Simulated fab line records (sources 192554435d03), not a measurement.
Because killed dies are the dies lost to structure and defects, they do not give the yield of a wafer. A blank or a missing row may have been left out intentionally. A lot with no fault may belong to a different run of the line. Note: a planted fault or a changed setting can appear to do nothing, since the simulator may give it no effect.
Shared-tool check / flow n5 finfet / 10 lots, 26 wafers sampled

== REASON FOR OPENING ==
Flagged at N5_FIN_CUT_INSPECT_17: reading raw defect count, on 2 of 10 lots. Wafers without a fault read 231, standard deviation 63.
Rule: flag the lot when none of its wafers has a number, or when each of its wafers that has one lies beyond 4 standard deviations from that mean. The other lots count as sound.

lot=L234; measured=day 2 03:26; on=defect inspect-02; raw defect count, wafer by wafer=250 244; flag=
lot=L241; measured=day 4 02:00; on=defect inspect-02; raw defect count, wafer by wafer=259 218; flag=
lot=L242; measured=day 4 07:04; on=defect inspect-02; raw defect count, wafer by wafer=1165 1099 1041; flag=FLAGGED
lot=L243; measured=day 4 13:52; on=defect inspect-01; raw defect count, wafer by wafer=1114 1116 1208; flag=FLAGGED
lot=L248; measured=day 5 16:50; on=defect inspect-01; raw defect count, wafer by wafer=131 151 126; flag=
lot=L250; measured=day 6 04:08; on=defect inspect-01; raw defect count, wafer by wafer=172 234 239; flag=
lot=L254; measured=day 7 05:44; on=defect inspect-01; raw defect count, wafer by wafer=383 214; flag=
lot=L255; measured=day 7 11:00; on=defect inspect-01; raw defect count, wafer by wafer=174 173; flag=
lot=L256; measured=day 7 19:37; on=defect inspect-01; raw defect count, wafer by wafer=177 214 202; flag=
lot=L257; measured=day 8 00:43; on=defect inspect-01; raw defect count, wafer by wafer=303 276 306; flag=
The mean of the flagged lots' numbers is 1124, +893 from the usual (+14 standard deviations).

== TOOL THAT RAN EACH LOT ==
2 process steps preceding the reading are held in the record, out of 1938 steps in the route. Cell contents, in order: the tool; ch with the chambers the sampled wafers went through; the start.
lot=L234; flag=; N5_FIN_CUT_CUT_ETCH_26=rie diel-05 ch 1,2, day 2 02:50; N5_FIN_CUT_PRECLEAN_35=vapor etch-02 ch 0,1, day 2 02:58
lot=L241; flag=; N5_FIN_CUT_CUT_ETCH_26=rie diel-03 ch 2,3, day 4 01:31; N5_FIN_CUT_PRECLEAN_35=vapor etch-02 ch 0,1, day 4 01:38
lot=L242; flag=FLAGGED; N5_FIN_CUT_CUT_ETCH_26=rie diel-03 ch 1,2,3, day 4 06:36; N5_FIN_CUT_PRECLEAN_35=vapor etch-01 ch 0,1, day 4 06:43
lot=L243; flag=FLAGGED; N5_FIN_CUT_CUT_ETCH_26=rie diel-03 ch 0,2, day 4 13:19; N5_FIN_CUT_PRECLEAN_35=vapor etch-02 ch 0,1, day 4 13:26
lot=L248; flag=; N5_FIN_CUT_CUT_ETCH_26=rie diel-05 ch 0,2, day 5 16:22; N5_FIN_CUT_PRECLEAN_35=vapor etch-01 ch 0,1, day 5 16:28
lot=L250; flag=; N5_FIN_CUT_CUT_ETCH_26=rie diel-05 ch 0,3, day 6 03:32; N5_FIN_CUT_PRECLEAN_35=vapor etch-02 ch 0,1, day 6 03:40
lot=L254; flag=; N5_FIN_CUT_CUT_ETCH_26=rie diel-04 ch 0,2, day 7 05:16; N5_FIN_CUT_PRECLEAN_35=vapor etch-01 ch 0, day 7 05:22
lot=L255; flag=; N5_FIN_CUT_CUT_ETCH_26=rie diel-03 ch 1,3, day 7 10:31; N5_FIN_CUT_PRECLEAN_35=vapor etch-02 ch 0,1, day 7 10:38
lot=L256; flag=; N5_FIN_CUT_CUT_ETCH_26=rie diel-03 ch 0,1,3, day 7 18:10; N5_FIN_CUT_PRECLEAN_35=vapor etch-02 ch 0,1, day 7 19:15
lot=L257; flag=; N5_FIN_CUT_CUT_ETCH_26=rie diel-04 ch 0,1,2, day 8 00:13; N5_FIN_CUT_PRECLEAN_35=vapor etch-01 ch 0,1, day 8 00:20
These steps, and what they do:
- N5_FIN_CUT_CUT_ETCH_26: etches SiNx in CH3F/O2, target depth 39 nm, time 55.7 s.
- N5_FIN_CUT_PRECLEAN_35: cleans in vHF, time 13.3 s.
- N5_FIN_CUT_INSPECT_17: inspects for defects (brightfield).

== FLAGGED AGAINST TOTAL, ONE TOOL AT A TIME (gauges that did the reading follow at the end) ==
step=N5_FIN_CUT_CUT_ETCH_26; tool=rie diel-03; lots run=5; flagged=2; share of the flagged lots=all; sound lots run after its first flagged lot=2 (L255,L256)
step=N5_FIN_CUT_CUT_ETCH_26; tool=rie diel-04; lots run=2; flagged=0; share of the flagged lots=none; sound lots run after its first flagged lot=-
step=N5_FIN_CUT_CUT_ETCH_26; tool=rie diel-05; lots run=3; flagged=0; share of the flagged lots=none; sound lots run after its first flagged lot=-
step=N5_FIN_CUT_PRECLEAN_35; tool=vapor etch-01; lots run=4; flagged=1; share of the flagged lots=some; sound lots run after its first flagged lot=3 (L248,L254,L257)
step=N5_FIN_CUT_PRECLEAN_35; tool=vapor etch-02; lots run=6; flagged=1; share of the flagged lots=some; sound lots run after its first flagged lot=3 (L250,L255,L256)
step=N5_FIN_CUT_INSPECT_17; tool=defect inspect-01; lots run=7; flagged=1; share of the flagged lots=some; sound lots run after its first flagged lot=6 (L248,L250,L254,L255,L256,L257)
step=N5_FIN_CUT_INSPECT_17; tool=defect inspect-02; lots run=3; flagged=1; share of the flagged lots=some; sound lots run after its first flagged lot=0

== WHAT THE TABLE ALLOWS ==
In the table, 1 row covers all flagged lots: rie diel-03 at N5_FIN_CUT_CUT_ETCH_26.
- rie diel-03 at N5_FIN_CUT_CUT_ETCH_26 ran 5 lots, 2 of them flagged. Sound lots ran on it after the first flagged one (L255, L256), which a lasting fault on the whole tool wouldn't allow.
No row of the table ran every flagged lot and no sound lot after the first.

== WHAT HAD BEEN PUT IN BY THE SIMULATOR ==
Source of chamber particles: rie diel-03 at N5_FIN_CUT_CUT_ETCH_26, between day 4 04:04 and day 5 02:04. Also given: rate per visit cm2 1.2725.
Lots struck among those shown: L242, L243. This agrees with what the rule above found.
